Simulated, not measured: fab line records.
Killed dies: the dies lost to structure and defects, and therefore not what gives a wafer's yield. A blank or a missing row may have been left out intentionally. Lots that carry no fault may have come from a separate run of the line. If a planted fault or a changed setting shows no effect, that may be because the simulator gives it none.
Chamber matching | flow nandHarc | rieDiel-02 running NHARC_A_CHANNEL_HOLE_D1_ETCH_38: 3 sister chambers
The step etches the open film in CF4, target depth 39 nm, time 65 s. 6 wafers are shown with their chamber, then 4 later ones without.

## EACH WAFER AND ITS CHAMBER
wafer  | chamber | drypumpMotorCurrentA (A) | oesProductAu (a.u.)
L074.5 | 0       | 5.4                      | 1.001
L075.1 | 0       | 5.5                      | 1.000
L086.1 | 3       | 6.0                      | 1.009
L086.5 | 1       | 6.2                      | 1.002
L089.1 | 1       | 6.2                      | 0.998
L089.4 | 3       | 6.0                      | 1.011

## WAFERS MISSING THEIR CHAMBER
wafer  | drypumpMotorCurrentA (A) | oesProductAu (a.u.)
L089.6 | 6.2                      | 0.995
L095.1 | 6.2                      | 1.005
L095.6 | 6.0                      | 1.012
L097.4 | 6.1                      | 0.984

## THE CHAMBER EACH PASSED THROUGH
wafer  | from the rows above | in truth
L089.6 | 1                   | 1
L095.1 | 1                   | 1
L095.6 | 3                   | 3
L097.4 | 1                   | 1
Correct placement for 4 of the 4. Left unplaced by these rows: 0. 0 placed wrongly.
How it was worked out, from the rows above alone: a wafer's distance from a chamber is the root of the sum, over the readings, of the square of ((its reading less the chamber's mean) divided by the reading's scatter). If the next closest chamber is less than 2 further off than the closest, the wafer can't be placed; otherwise it belongs to the closest. Each chamber's mean is taken over the wafers shown for it. How the scatter is found: for the shown wafers, subtract from each reading the mean of its chamber, square and add these, divide the total by (wafers less chambers), then take the root.
